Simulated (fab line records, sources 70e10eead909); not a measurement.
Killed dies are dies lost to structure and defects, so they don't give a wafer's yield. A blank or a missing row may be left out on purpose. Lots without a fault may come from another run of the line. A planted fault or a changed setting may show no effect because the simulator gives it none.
fab line records | flow nand_harc
record lots=6 wafers=18 last_day=33
route steps=1302 shown P_GATE@171 END@1302
lots that met no fault: from a run of the same line without faults
start_h: hours from the record's first day to the start of the lot's first wafer shown | wait_h: hours since the lot's step before | " the same as in the row above | L1.1+2: a row that stands for several wafers | - no value, or no start given | * or withheld: withheld | < > ~ a bound
route shown NAME@n: a module of which the file shows steps, and the number in the route of the first | usual: mean/standard deviation of fault-free wafers | same: alike in all rows | chamber/n: place in a boat | sites: the reading at each site | _std_site: their standard deviation | _edge_site: outer sites' mean less inner sites' | radius_mm: how far each site lies from the wafer's centre | mask NAME#n: copy n | behind: the tool/chamber that last shaped the wafer | hold: why the lot was held/for how many hours/how that ended | device: the transistor (n, p or np) that didn't switch | end of line: the same wafers' tests at the end of the route | a step without rows: its recipe alone | killed: dies lost to structure and defects at the first sort, not the wafer's yield | map: a wafer's dies, x killed, . not, _ none there
set.NAME: the setting as run; set.NAME@STEP: as run at that earlier step | model.NAME: the simulator's own value behind a step, which no gauge read
lots at some steps of the route; a table a step, a row a wafer
services: from which hour (start_h, from the record's first day; less than 0 if before it) a tool's chamber was out of use, for how many hours, and why
## steps
# step NHARC_P_GATE_HARDBAKE_47
# recipe temp_c=125 time_s=80
# step NHARC_P_GATE_DESCUM_48
# recipe time_s=3 o2_flow_sccm=200 ar_flow_sccm=0 bias_power_w=0 chemistry=O2
# usual drypump_motor_current_A=5.6/0.33 oes_product_au=1.000/0.011 rf_vpp_V=58.0/0.89 showerhead_plenum_p_Torr=1.96/0.066 throttle_valve_pct=11.312/0.009
# same bias_power_w=0
# columns lot.wafer tool chamber start_h wait_h drypump_motor_current_A oes_product_au rf_hours_counter_h rf_vpp_V showerhead_plenum_p_Torr throttle_valve_pct
L729.4 rie_diel-05 1 150.96 - 4.9 0.998 3.3 58.9 2.04 11.316
L729.3 " 2 " " 5.5 0.999 3.7 58.8 1.89 11.333
L729.1 " 0 " " 5.8 0.991 3.3 56.7 2.02 11.322
L736.2 rie_diel-09 2 213.94 - 5.3 0.984 1.4 58.1 2.01 11.323
L736.1 " 1 " " 5.4 1.003 2.1 58.5 1.93 11.308
L736.6 " 2 " " 5.3 0.989 - 58.8 2.01 11.313
L742.4 rie_diel-09 0 280.44 - 5.7 1.004 5.0 58.6 2.01 11.297
L742.1 " 1 " " 5.4 0.994 5.2 59.3 1.93 11.320
L742.3 " 2 " " 5.3 0.984 5.1 57.6 2.01 11.332
L743.3 rie_diel-09 1 295.79 - 5.4 0.994 6.0 57.8 1.93 11.317
L743.4 " 2 " " 5.3 0.989 5.5 57.6 2.01 11.315
L743.6 " 0 " " 5.6 1.022 - 59.4 2.01 11.310
L747.4 rie_diel-05 1 328.13 - 4.9 0.996 5.1 57.3 2.04 11.331
L747.2 " 2 " " 5.5 0.985 5.3 58.6 1.89 11.305
L747.3 " 0 " " 5.8 0.989 5.7 58.9 2.01 11.313
L748.2 rie_diel-09 0 344.59 - 5.6 1.000 0.7 57.2 2.01 11.313
L748.6 " 0 " " 5.6 1.016 - 58.2 2.01 11.319
L748.5 " 1 " " 5.4 1.014 - 57.4 1.93 11.315
# step NHARC_P_GATE_IMPLANT_49
# recipe energy_kev=30 dose_cm2=3e+15 tilt_deg=7
# step NHARC_P_GATE_STRIP_111
# recipe power_w=1500 temp_c=110 time_s=250 chemistry=N2/H2
# usual drypump_motor_current_A=5.7/0.45 heater_power_w=80/3.9
# columns lot.wafer tool chamber start_h wait_h drypump_motor_current_A heater_power_w rf_hours_counter_h
L729.1 plasma_asher-02 1 151.38 0.2 5.2 81 14
L729.3 " 0 " " 5.5 84 -
L729.4 " 1 " " 5.2 81 -
L736.2 plasma_asher-01 1 214.32 0.2 6.4 76 7
L736.1 " 0 " " 5.8 75 7
L736.6 " 0 " " 5.9 72 -
L742.1 plasma_asher-01 1 280.85 0.2 6.5 77 22
L742.3 " 0 " " 5.9 74 -
L742.4 " 1 " " 6.5 79 -
L743.3 plasma_asher-02 1 296.25 0.2 5.2 83 -
L743.4 " 0 " " 5.6 83 -
L743.6 " 1 " " 5.2 81 -
L747.2 plasma_asher-01 1 328.54 0.2 6.5 76 32
L747.3 " 0 " " 5.9 72 -
L747.4 " 1 " " 6.5 78 -
L748.2 plasma_asher-02 0 345.01 0.2 5.5 84 17
L748.6 " 1 " " 5.2 79 -
L748.5 " 0 " " 5.5 86 -
# step NHARC_P_GATE_STRIP_75
# recipe power_w=1500 temp_c=250 chemistry=O2
# usual drypump_motor_current_A=5.7/0.45 heater_power_w=298/14
# columns lot.wafer tool chamber start_h wait_h drypump_motor_current_A heater_power_w rf_hours_counter_h
L729.1 plasma_asher-02 1 151.64 0.2 5.2 302 14
L729.3 " 0 " " 5.5 309 -
L729.4 " 1 " " 5.2 297 -
L736.2 plasma_asher-01 1 214.61 0.2 6.4 301 8
L736.1 " 0 " " 5.8 269 8
L736.6 " 0 " " 5.9 271 -
L742.1 plasma_asher-01 1 281.11 0.2 6.5 288 22
L742.3 " 0 " " 5.8 277 -
L742.4 " 1 " " 6.5 297 -
L743.3 plasma_asher-02 1 296.47 0.2 5.2 298 -
L743.4 " 0 " " 5.5 318 -
L743.6 " 1 " " 5.2 301 -
L747.2 plasma_asher-01 1 328.81 0.2 6.5 285 32
L747.3 " 0 " " 5.8 269 -
L747.4 " 1 " " 6.5 295 -
L748.2 plasma_asher-02 0 345.27 0.2 5.5 315 17
L748.6 " 1 " " 5.2 301 -
L748.5 " 0 " " 5.5 309 -
# step NHARC_P_GATE_STRIP_50
# recipe time_s=900 temp_c=130 chemistry=SPM
# step NHARC_P_GATE_DEHYDRATE_51
# recipe temp_c=150 time_s=120
# step NHARC_P_GATE_HMDS_52
# recipe time_s=30
# step NHARC_P_GATE_COAT_53
# recipe spin_rpm=3000
# step NHARC_P_GATE_SOFTBAKE_54
# recipe temp_c=122 time_s=95
# step NHARC_P_GATE_EBR_55
# step NHARC_P_GATE_EXPOSE_56
# recipe na=0.6 target_cd_nm=720 dose_mj=14.81 mask_id=P_PSD
# step NHARC_P_GATE_PEB_57
# recipe peb_temp_c=118 peb_time_s=85
# usual exhaust_pa=44.8/0.96 heater_power_total_W=163.98/0.27 plate_temp_C=118.00/0.15 resist_line_temp_C=22.99/0.11
# columns lot.wafer tool chamber start_h wait_h exhaust_pa heater_power_total_W plate_temp_C resist_line_temp_C
L729.1 litho_track-07 0 152.39 0.1 43.3 164.38 118.08 23.04
L729.3 " 0 " " 42.9 163.76 118.09 22.84
L729.4 " 0 " " 43.2 164.35 118.07 23.03
L736.1 litho_track-03 0 215.45 0.1 44.4 163.63 117.96 23.10
L736.2 " 0 " " 44.3 164.37 118.14 22.95
L736.6 " 0 " " 46.1 163.73 117.96 22.94
L742.1 litho_track-07 0 281.93 0.1 45.6 163.03 117.16 22.88
L742.3 " 0 " " 45.2 162.77 117.43 22.96
L742.4 " 0 " " 44.7 162.33 117.69 22.93
L743.3 litho_track-07 0 297.28 0.1 43.5 162.77 117.41 22.98
L743.4 " 0 " " 43.3 162.35 117.27 22.90
L743.6 " 0 " " 44.3 162.78 117.46 22.97
L747.2 litho_track-05 0 329.68 0.1 42.6 164.33 117.89 23.07
L747.3 " 0 " " 44.0 163.62 118.03 23.14
L747.4 " 0 " " 44.5 163.64 118.22 23.12
L748.2 litho_track-05 0 346.09 0.1 43.9 163.83 117.97 22.97
L748.5 " 0 " " 45.3 163.80 118.15 22.84
L748.6 " 0 " " 42.6 163.97 118.11 22.95
# step NHARC_P_GATE_DEVELOP_58
# recipe time_s=70
# step NHARC_END_SORT_01
# recipe temp_c=25
# usual killed_at_array=58/17 killed_at_other=1.0/1.4 killed_at_periphery=3.6/2.4 killed_dies=62/17 killed_open=3.4/2 killed_short=2.2/1.6
# same gross_dies=677
# columns lot.wafer tool chamber start_h wait_h killed_at_array killed_at_other killed_at_periphery killed_dies killed_open killed_short
L729.1 prober-01 0 598.98 2.5 50 0 1 51 4 1
L729.3 prober-01 0 600.57 3.1 47 0 1 48 2 2
L729.4 prober-01 0 601.37 3.4 63 1 3 67 2 4
L736.1 prober-01 0 665.11 2.5 55 3 5 63 2 2
L736.2 prober-01 0 665.90 2.8 48 1 10 59 0 1
L736.6 prober-01 0 669.10 4.0 49 0 6 55 3 1
L743.3 prober-02 0 740.71 3.1 46 1 3 50 0 1
L743.4 prober-02 0 741.52 3.4 51 0 4 55 4 0
L743.6 prober-02 0 743.12 4.0 44 2 2 48 2 4
L742.1 prober-01 0 746.94 2.6 101 4 4 109 4 3
L742.3 prober-01 0 748.53 3.1 94 0 5 99 2 4
L742.4 prober-01 0 749.32 3.4 96 3 1 100 4 1
L747.2 prober-02 0 778.15 2.8 63 1 6 70 5 7
L747.3 prober-02 0 778.94 3.1 72 1 6 79 2 4
L747.4 prober-02 0 779.74 3.4 78 0 4 82 2 4
L748.2 prober-02 0 793.09 2.8 62 2 3 67 3 2
L748.5 prober-02 0 795.51 3.7 61 0 3 64 3 2
L748.6 prober-02 0 796.32 4.0 67 0 6 73 4 6
# killed by level:class
L729.1 A_CHANNEL_HOLE_D2:chamber_film_flake=19 A_CHANNEL_HOLE_D1:chamber_film_flake=18 A_STAIRCASE:chamber_film_flake=3 A_CONTACT:chamber_film_flake=3 A_CHANNEL_FILL_D2:geometric_particle:open=2 A_CHANNEL_HOLE_D1:geometric_particle:open=1 A_SGD_CUT:geometric_particle:short=1 A_SGD_CUT:geometric_particle:open=1
L729.3 A_CHANNEL_HOLE_D2:chamber_film_flake=22 A_CHANNEL_HOLE_D1:chamber_film_flake=15 A_CONTACT:chamber_film_flake=4 A_STAIRCASE:chamber_film_flake=2 P_M0:geometric_particle:open=1 A_CHANNEL_FILL_D1:geometric_particle:short=1 A_SGD_CUT:geometric_particle:short=1 A_BLC:geometric_particle:open=1
L729.4 A_CHANNEL_HOLE_D1:chamber_film_flake=27 A_CHANNEL_HOLE_D2:chamber_film_flake=25 A_CONTACT:chamber_film_flake=5 P_CONTACT:geometric_particle:open=1 P_M0:geometric_particle:open=1 A_SOURCE_PLATE:geometric_particle:short=1 A_CHANNEL_FILL_D1:geometric_particle:short=1 A_CHANNEL_FILL_D2:geometric_particle:short=1
L736.1 A_CHANNEL_HOLE_D1:chamber_film_flake=36 P_BONDPAD:chamber_film_flake=4 A_CHANNEL_HOLE_D2:unspecified=3 A_SGD_CUT:chamber_film_flake=3 A_WL_FILL:geometric_particle:short=2 A_CHANNEL_FILL_D1:chamber_film_flake=2 A_STAIRCASE:chamber_film_flake=2 A_SLIT:chamber_film_flake=2
L736.2 A_CHANNEL_HOLE_D1:chamber_film_flake=30 A_STAIRCASE:chamber_film_flake=8 P_BONDPAD:chamber_film_flake=6 A_CONTACT:chamber_film_flake=5 A_WL_FILL:chamber_film_flake=2 P_CONTACT:geometric_particle:short=1 P_ZERO_WELL:chamber_film_flake=1 P_GATE:chamber_film_flake=1
L736.6 A_CHANNEL_HOLE_D1:chamber_film_flake=32 P_BONDPAD:chamber_film_flake=5 A_STAIRCASE:chamber_film_flake=5 A_CHANNEL_FILL_D2:chamber_film_flake=3 A_WL_FILL:chamber_film_flake=3 A_CHANNEL_HOLE_D1:geometric_particle:open=1 A_CHANNEL_FILL_D2:geometric_particle:open=1 A_WL_FILL:geometric_particle:short=1
L743.3 A_CHANNEL_HOLE_D1:chamber_film_flake=31 A_CONTACT:chamber_film_flake=7 A_SLIT:chamber_film_flake=5 P_GATE:chamber_film_flake=3 A_CHANNEL_FILL_D2:geometric_particle:short=1 A_DECK1_JOINT:chamber_film_flake=1 A_CHANNEL_HOLE_D2:chamber_film_flake=1 THIN_TSV:chamber_film_flake=1
L743.4 A_CHANNEL_HOLE_D1:chamber_film_flake=28 A_SLIT:chamber_film_flake=5 A_WL_FILL:chamber_film_flake=5 A_CONTACT:chamber_film_flake=4 A_CHANNEL_HOLE_D2:chamber_film_flake=3 A_DECK1_JOINT:geometric_particle:open=2 P_GATE:chamber_film_flake=2 P_M0:geometric_particle:open=1
L743.6 A_CHANNEL_HOLE_D1:chamber_film_flake=30 A_SLIT:chamber_film_flake=3 A_CHANNEL_HOLE_D1:geometric_particle:short=2 A_WL_FILL:chamber_film_flake=2 A_CONTACT:chamber_film_flake=2 THIN_TSV:chamber_film_flake=2 P_STI:geometric_particle:short=1 A_CHANNEL_FILL_D2:geometric_particle:short=1
L742.1 A_SLIT:chamber_film_flake=36 A_CHANNEL_HOLE_D1:chamber_film_flake=29 A_CHANNEL_HOLE_D2:chamber_film_flake=25 A_CONTACT:chamber_film_flake=5 THIN_TSV:chamber_film_flake=4 A_ONON_D1:geometric_particle:open=2 P_CONTACT:geometric_particle:short=1 P_M1:geometric_particle:open=1
L742.3 A_SLIT:chamber_film_flake=30 A_CHANNEL_HOLE_D2:chamber_film_flake=27 A_CHANNEL_HOLE_D1:chamber_film_flake=26 A_WL_FILL:chamber_film_flake=3 A_CONTACT:chamber_film_flake=3 P_M0:geometric_particle:short=2 A_ZERO_WELL:chamber_film_flake=2 P_M0:geometric_particle:open=1
L742.4 A_SLIT:chamber_film_flake=32 A_CHANNEL_HOLE_D2:chamber_film_flake=32 A_CHANNEL_HOLE_D1:chamber_film_flake=24 THIN_TSV:chamber_film_flake=3 A_DECK1_JOINT:geometric_particle:open=2 A_STAIRCASE:chamber_film_flake=2 A_CONTACT:chamber_film_flake=2 P_CONTACT:geometric_particle:open=1
L747.2 A_SLIT:chamber_film_flake=26 A_CHANNEL_HOLE_D2:chamber_film_flake=24 P_GATE:chamber_film_flake=3 A_ONON_D1:geometric_particle:short=2 A_M0:geometric_particle:short=2 A_STAIRCASE:chamber_film_flake=2 P_STI:geometric_particle:short=1 P_CONTACT:geometric_particle:open=1
L747.3 A_CHANNEL_HOLE_D2:chamber_film_flake=36 A_SLIT:chamber_film_flake=26 P_GATE:chamber_film_flake=4 A_CONTACT:chamber_film_flake=3 A_WL_FILL:chamber_film_flake=2 P_CONTACT:geometric_particle:open=1 P_M1:geometric_particle:open=1 A_SOURCE_PLATE:geometric_particle:short=1
L747.4 A_SLIT:chamber_film_flake=37 A_CHANNEL_HOLE_D2:chamber_film_flake=30 A_CONTACT:chamber_film_flake=5 A_STAIRCASE:chamber_film_flake=2 P_CONTACT:geometric_particle:short=1 P_M1:geometric_particle:short=1 P_M2:geometric_particle:open=1 A_CHANNEL_HOLE_D2:geometric_particle:short=1
L748.2 A_SLIT:chamber_film_flake=29 A_CONTACT:chamber_film_flake=9 A_CHANNEL_HOLE_D1:chamber_film_flake=8 P_M1:chamber_film_flake=3 A_CHANNEL_HOLE_D2:chamber_film_flake=3 A_STAIRCASE:chamber_film_flake=3 A_BONDPAD:chamber_film_flake=3 A_CHANNEL_FILL_D1:geometric_particle:open=1
L748.5 A_SLIT:chamber_film_flake=30 A_CHANNEL_HOLE_D1:chamber_film_flake=11 A_CONTACT:chamber_film_flake=7 A_BONDPAD:chamber_film_flake=3 A_M0:geometric_particle:open=2 P_GATE:chamber_film_flake=2 A_CHANNEL_FILL_D1:chamber_film_flake=2 A_DECK1_JOINT:chamber_film_flake=2
L748.6 A_SLIT:chamber_film_flake=24 A_CHANNEL_HOLE_D1:chamber_film_flake=22 A_CONTACT:chamber_film_flake=8 A_ONON_D2:geometric_particle:short=4 P_ZERO_WELL:chamber_film_flake=2 P_M1:chamber_film_flake=2 A_CHANNEL_FILL_D2:chamber_film_flake=2 P_GATE:geometric_particle:open=1
## services
# columns tool chamber start_h hours kind
rie_diel-09 - 143.43 9.0 pm
plasma_asher-01 - 157.00 0.9 repair
plasma_asher-01 - 165.00 9.0 pm
plasma_asher-01 0 165.00 9.0 vent_cycle
plasma_asher-01 1 165.00 9.0 vent_cycle
plasma_asher-01 0 174.00 - clean
plasma_asher-01 1 174.00 - clean
rie_diel-05 - 215.27 0.9 repair
rie_diel-05 - 229.60 9.0 pm
rie_diel-09 2 234.89 4.7 repair
plasma_asher-02 - 249.20 9.0 pm
plasma_asher-02 0 249.20 9.0 vent_cycle
plasma_asher-02 1 249.20 9.0 vent_cycle
litho_track-07 - 251.00 7.0 pm
plasma_asher-02 0 258.20 - clean
plasma_asher-02 1 258.20 - clean
litho_track-03 - 275.00 7.0 pm
rie_diel-09 2 281.81 2.0 repair
plasma_asher-01 - 289.37 2.6 repair
rie_diel-05 1 294.45 1.3 repair
litho_track-05 - 299.00 7.0 pm
rie_diel-09 - 320.43 9.0 pm
rie_diel-05 - 324.68 1.1 repair
plasma_asher-01 - 342.00 9.0 pm
## key
first_sign step=NHARC_P_GATE_PEB_57 reading=heater_power_total_W direction=down sigmas=4.8 usual=* struck=*
effect step=NHARC_P_GATE_PEB_57 reading=plate_temp_C direction=down sigmas=3.9 usual=* struck=*
met_at NHARC_P_GATE_PEB_57
struck_wafers L742.1,L742.3,L742.4,L743.3,L743.4,L743.6
tester_left_out L742,L743
onset_between 152.39 281.93
fault kind=process_parameter_drift tool=litho_track-07 chamber=- onset_h=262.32 steps=NHARC_P_GATE_PEB_57 channel=peb_temp_c offset=* shape=step end_h=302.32 acts_in=* stated=*
# tester_left_out: of these lots the tester's yield and bins aren't shown, on N5 and GAA mostly nor the transistor test; their killed dies are dies lost to structure and defects alone, not to doping, threshold or leakage, so they don't give the yield
